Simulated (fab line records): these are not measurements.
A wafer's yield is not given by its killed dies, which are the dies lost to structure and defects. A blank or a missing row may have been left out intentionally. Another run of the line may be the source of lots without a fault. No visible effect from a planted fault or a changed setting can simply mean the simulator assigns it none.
Struck lot and sound lot, side by side :: flow nandHarc :: 13 out of 1159 route steps
Sound: these wafers, L347.1, L347.5, L347.6. Struck: wafers L339.4, L339.5, L339.6. The cause is given at the end.
At each step with rows: each side's tool, then ch and its chambers, then its first start. Under that, the readings that differ: sound wafers :: struck wafers :: difference of the means :: sigmas: that difference in standard deviations of wafers without a fault.
alike: words and numbers the same on both sides, and readings whose means are apart by under 2 such deviations; not compared: readings that were withheld, readings missing a value for some wafer, numbers with overlapping values and no deviation given by the record, and bounds like >300 which may hide the same value.
A row with sigmas, a row that says differs or no value, or rows on one side alone: a step with any of these is where the two part. Numbers that don't overlap but have no deviation are shown without sigmas and don't part them. A reading missing from all wafers of one side parts the sides only when that side holds two or more wafers.

NHARC_P_CONTACT_CMP_24: polishes, t overpolish 30 s, target thk 200 nm.
  sound on cmp-01 ch 0,1,2, day 10 02:41; struck on cmp-02 ch 1,2, day 8 12:10
  alike: motorCurrentA, overpolishRunS, slurryFlowMlMin, timeToEndpointS
next, for these wafers, 1 step has no rows: NHARC_P_CONTACT_SRD_26.
NHARC_P_CONTACT_INSPECT_27:
  sound on defectInspect-02, day 10 03:02; struck on defectInspect-02, day 8 12:32
  alike: rawDefectCount
then, 8 steps without rows for these wafers: NHARC_P_M0_DEP_00 (deposits SiOC, target thk 150 nm); NHARC_P_M0_DEHYDRATE_01 (time 120 s); NHARC_P_M0_HMDS_02 (time 30 s); NHARC_P_M0_COAT_33 (time 65 s); NHARC_P_M0_COAT_03 (resist thk 90 nm); NHARC_P_M0_SOFTBAKE_04 (time 55 s); NHARC_P_M0_EBR_05; NHARC_P_M0_EXPOSE_06 (exposes mask P M0, target cd 90 nm).
NHARC_P_M0_PEB_07: peb time 65 s.
  sound on lithoTrack-01 ch 0, day 10 03:51; struck on lithoTrack-06 ch 0, day 8 13:22
reading: heaterPowerTotalW (W)
sound: 156.0 156.1 156.9
struck: 149.0 148.6 148.8
difference: -7.5
sigmas: -18

reading: plateTempC (C)
sound: 100.24 100.23 100.09
struck: 95.86 96.09 95.96
difference: -4.22
sigmas: -30
then, 1 step without rows for these wafers: NHARC_P_M0_DEVELOP_08 (develop time 35 s).

## WHERE THEY PART
Within this record, at NHARC_P_M0_PEB_07 only.

WHY: whatever the simulator had introduced
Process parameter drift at NHARC_P_M0_PEB_07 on lithoTrack-06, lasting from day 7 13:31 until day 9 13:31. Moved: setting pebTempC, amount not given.
